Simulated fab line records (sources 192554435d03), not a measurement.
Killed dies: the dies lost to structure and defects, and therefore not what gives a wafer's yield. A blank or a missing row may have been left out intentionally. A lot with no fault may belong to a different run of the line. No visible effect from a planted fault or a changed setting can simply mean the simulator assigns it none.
Struck lot and sound lot, side by side / flow n5_finfet / 14 steps out of a route of 1938
Sound: the wafers L664.1, L664.4, L664.6. Wafers L671.4, L671.5, L671.6 were the ones struck. The cause is given at the end.
Per side, at each step with rows, come the tool, then ch with its chambers, and then its first start. Under that, the readings that differ: sound wafers / struck wafers / difference of the means / sigmas: that difference in standard deviations of wafers without a fault.
alike: words and numbers the same on both sides, and readings whose means are apart by under 2 such deviations; not compared: readings that were withheld, readings missing a value for some wafer, numbers with overlapping values and no deviation given by the record, and bounds like >300 which may hide the same value.
Wherever a step has rows on one side only, a row that says differs or no value, or a row with sigmas, the two part there. Numbers that don't overlap but have no deviation are shown without sigmas and don't part them. A reading that every wafer of one side lacks parts them only if that side has two wafers or more.

N5_BEOL_M0_SAQP_ETCH_73: etches SiARC in CF4, target depth 19.5 nm, time 32.5 s.
  sound on rie_diel-03 ch 2,3, day 7 20:47; struck on rie_diel-02 ch 2,3, day 9 14:04
reading=drypump_motor_current_A (A); sound=5.3 5.3 5.3; struck=6.1 6.6 6.1; difference=+1.0; sigmas=+2
  alike: etch_rf_on_time_s, oes_product_au, rf_fwd_power_W, rf_vpp_V, showerhead_plenum_p_Torr, throttle_valve_pct
  not compared: rf_hours_counter_h
N5_BEOL_M0_SAQP_CUT_ETCH_46: etches SOC in N2/H2, target depth 135 nm, overetch 27 nm, time 202.5 s.
  sound on rie_diel-03 ch 2,3, day 7 20:50; struck on rie_diel-02 ch 2,3, day 9 14:05
reading=drypump_motor_current_A (A); sound=5.3 5.3 5.3; struck=6.1 6.6 6.1; difference=+1.0; sigmas=+2
  alike: h2_flow_sccm, rf_fwd_power_W, rf_vpp_V, showerhead_plenum_p_Torr, throttle_valve_pct
  not compared: rf_hours_counter_h
then, 2 steps without rows for these wafers: N5_BEOL_M0_SAQP_STRIP_74 (strips in N2/H2); N5_BEOL_M0_SAQP_STRIP_89 (strips in N2/H2).
N5_BEOL_M0_SAQP_ALD_48: deposits SiO2, target thk 20 nm, pulse time 1 s, co reactant pulse time 1 s.
  sound on ald_sin-04 ch 1,2,3, day 7 21:22; struck on ald_sin-02 ch 0,1,3, day 9 14:17
  alike: chamber_pressure_Torr, heater_power_w, precursor_pulse_height_rel
N5_BEOL_M0_SAQP_ETCH_49: etches SiO2 in CF4/O2, target depth 37 nm.
  sound on rie_diel-04 ch 0,1,3, day 7 21:54; struck on rie_diel-04 ch 1,2,3, day 9 14:49
  alike: drypump_motor_current_A, oes_product_au, rf_fwd_power_W, rf_vpp_V, showerhead_plenum_p_Torr, throttle_valve_pct
  not compared: rf_hours_counter_h
N5_BEOL_M0_SAQP_STRIP_75: strips in CF4.
  sound on rie_diel-04 ch 0,1,3, day 7 22:00; struck on rie_diel-04 ch 1,2,3, day 9 14:55
  alike: drypump_motor_current_A, oes_product_au, rf_fwd_power_W, rf_vpp_V, showerhead_plenum_p_Torr, throttle_valve_pct
  not compared: rf_hours_counter_h
then, 5 steps without rows for these wafers: N5_BEOL_M0_CUTY_COAT_50 (time 60 s, resist thk 15 nm); N5_BEOL_M0_CUTY_COAT_51 (resist thk 150 nm); N5_BEOL_M0_CUTY_EBR_52; N5_BEOL_M0_CUTY_SOFTBAKE_53 (time 60 s); N5_BEOL_M0_CUTY_EXPOSE_54 (exposes mask M0 ABLK).
N5_BEOL_M0_CUTY_PEB_55: peb time 60 s.
  sound on litho_track-05 ch 0, day 7 22:13; struck on litho_track-03, day 9 15:07
  no value came back on the struck wafers for chill_plate_temp_C (C), exhaust_pa (Pa); on the sound wafers chill_plate_temp_C (C) reads 23.09 23.03 23.00
then, 1 step without rows for these wafers: N5_BEOL_M0_CUTY_DEVELOP_56 (develop time 30 s).

WHERE THEY PART
First at N5_BEOL_M0_SAQP_ETCH_73; last, within this record, at N5_BEOL_M0_CUTY_PEB_55.

WHY: what the simulator had put in
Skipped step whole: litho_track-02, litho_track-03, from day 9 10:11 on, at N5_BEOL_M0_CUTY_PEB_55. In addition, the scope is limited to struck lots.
